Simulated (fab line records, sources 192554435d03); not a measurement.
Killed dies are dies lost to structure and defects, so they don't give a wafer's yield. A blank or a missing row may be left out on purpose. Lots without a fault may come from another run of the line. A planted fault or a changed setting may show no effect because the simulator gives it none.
Chamber matching | flow n5_finfet | N5_BEOL_M0_SAQP_PECVD_04 on pecvd-02: 3 sister chambers
The step deposits a-Si from SiH4/He, target thk 60 nm, time 60.2 s. 3 wafers are shown with their chamber, then 9 later ones without.

WAFERS WITH THEIR CHAMBER
wafer  | chamber | showerhead_plenum_p_Torr (Torr)
L426.4 | 0       | 5.70
L429.1 | 2       | 5.65
L429.5 | 1       | 5.73

WAFERS WITHOUT THEIR CHAMBER
wafer  | showerhead_plenum_p_Torr (Torr)
L438.2 | 5.69
L438.4 | 5.65
L438.5 | 5.66
L437.1 | 5.69
L437.3 | 5.65
L437.6 | 5.72
L440.1 | 5.74
L440.4 | 5.69
L440.6 | 5.74

WHICH CHAMBER EACH WENT THROUGH
wafer  | from the rows above     | in truth
L438.2 | 0                       | 0
L438.4 | 2                       | 2
L438.5 | 2                       | 2
L437.1 | 0                       | 0
L437.3 | 2                       | 2
L437.6 | can't be placed: 1 or 0 | 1
L440.1 | 1                       | 1
L440.4 | 0                       | 0
L440.6 | 1                       | 1
Placed correctly: 8 of 9. Can't be placed from these rows: 1 (the true chamber is among the candidates in 1). Placed wrongly: 0.
How it was worked out, from the rows above alone: a wafer's distance from a chamber is the root of the sum, over the readings, of the square of ((its reading less the chamber's mean) divided by the reading's scatter). The wafer belongs to the nearest chamber; if the next one is less than 2 further off, it can't be placed. A chamber's mean is the mean of its shown wafers. The scatter: with one shown wafer a chamber, the root of the mean of the squares of how far each hidden wafer lies from its nearest shown one.
